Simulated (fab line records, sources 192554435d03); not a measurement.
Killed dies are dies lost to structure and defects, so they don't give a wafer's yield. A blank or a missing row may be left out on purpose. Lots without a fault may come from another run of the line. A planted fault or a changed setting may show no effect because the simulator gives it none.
One fault seen from 2 desks | flow n5_finfet | each desk has only its own numbers; what lay behind them comes last

THE TOOL OWNER'S DESK: rie_si-05
The tool's own readings at N5_BEOL_M0_SAQP_ETCH_102 (etches SiO2 in CF4, target depth 4 nm, time 4.4 s): means of the sampled wafers that have a number, for each lot that ran on this tool. A lot is out of limits, marked OUT, if its mean lies more than 4 standard deviations from the usual mean; the brackets give that distance.
Columns: A = cf4_flow_sccm at N5_BEOL_M0_SAQP_ETCH_102, usual 79.98 sccm; B = drypump_motor_current_A at N5_BEOL_M0_SAQP_ETCH_102, usual 5.4 A; C = oes_product_au at N5_BEOL_M0_SAQP_ETCH_102, usual 1.002 a.u.; D = throttle_valve_pct at N5_BEOL_M0_SAQP_ETCH_102, usual 21.73 %
lot  | first seen here | A     | B   | C     | D
L785 | day 6 20:54     | 80.40 | 5.8 | 0.977 | 21.92
L787 | day 7 06:29     | 79.87 | 5.3 | 0.942 | 21.66
L797 | day 10 02:22    | 79.87 | 5.4 | 1.015 | 21.86
L803 | day 11 06:55    | 80.05 | 5.3 | 1.016 | 21.69
This desk's finding: nothing out of limits on any of the 4 lots.

THE METROLOGY DESK
What the gauges read, lot by lot, whatever tool the lot ran on: means of the sampled wafers that have a number. A lot is out of limits, marked OUT, if its mean lies more than 4 standard deviations from the usual mean; the brackets give that distance. Of its 10 readings 7 are shown: those that lie furthest out on some lot.
Columns: A = DIBL_N at N5_BEOL_M4_RC_MEAS_101, usual 36.4 mV/V; B = DIBL_P at N5_BEOL_M4_RC_MEAS_101, usual 36.4 mV/V; C = IOFF_N at N5_BEOL_M4_RC_MEAS_101, usual 0.164 nA/um; D = IOFF_P at N5_BEOL_M4_RC_MEAS_101, usual 0.214 nA/um; E = ION_N at N5_BEOL_M4_RC_MEAS_101, usual 675 uA/um; F = SS_P at N5_BEOL_M4_RC_MEAS_101, usual 73.3 mV/dec; G = VT_N at N5_BEOL_M4_RC_MEAS_101, usual 249.2 mV
lot  | first seen here | A    | B    | C     | D     | E   | F    | G
L781 | day 8 09:56     | 37.3 | 35.4 | 0.148 | 0.218 | 669 | 73.7 | 251.8
L784 | day 8 21:29     | 35.0 | 34.9 | 0.151 | 0.198 | 673 | 73.0 | 251.3
L785 | day 9 03:50     | 37.5 | 35.1 | 0.167 | 0.204 | 680 | 73.3 | 248.3
L787 | day 9 22:43     | 38.4 | 38.3 | 0.199 | 0.234 | 687 | 73.7 | 244.6
L796 | day 12 05:47    | 35.6 | 35.3 | 0.165 | 0.203 | 681 | 72.8 | 248.2
L797 | day 12 08:25    | 37.8 | 38.5 | 0.225 | 0.242 | 699 | 74.1 | 245.0
L798 | day 12 12:46    | 37.0 | 36.8 | 0.173 | 0.231 | 677 | 73.9 | 246.5
L801 | day 13 03:38    | 35.1 | 34.9 | 0.154 | 0.177 | 674 | 73.0 | 249.6
L803 | day 13 15:23    | 37.3 | 36.7 | 0.174 | 0.218 | 676 | 73.9 | 249.2
This desk's finding: nothing out of limits on any of the 9 lots.

PUT TOGETHER
The tool owner's desk saw nothing out of limits.
The metrology desk saw nothing out of limits.

WHAT THE SIMULATOR HAD PUT IN
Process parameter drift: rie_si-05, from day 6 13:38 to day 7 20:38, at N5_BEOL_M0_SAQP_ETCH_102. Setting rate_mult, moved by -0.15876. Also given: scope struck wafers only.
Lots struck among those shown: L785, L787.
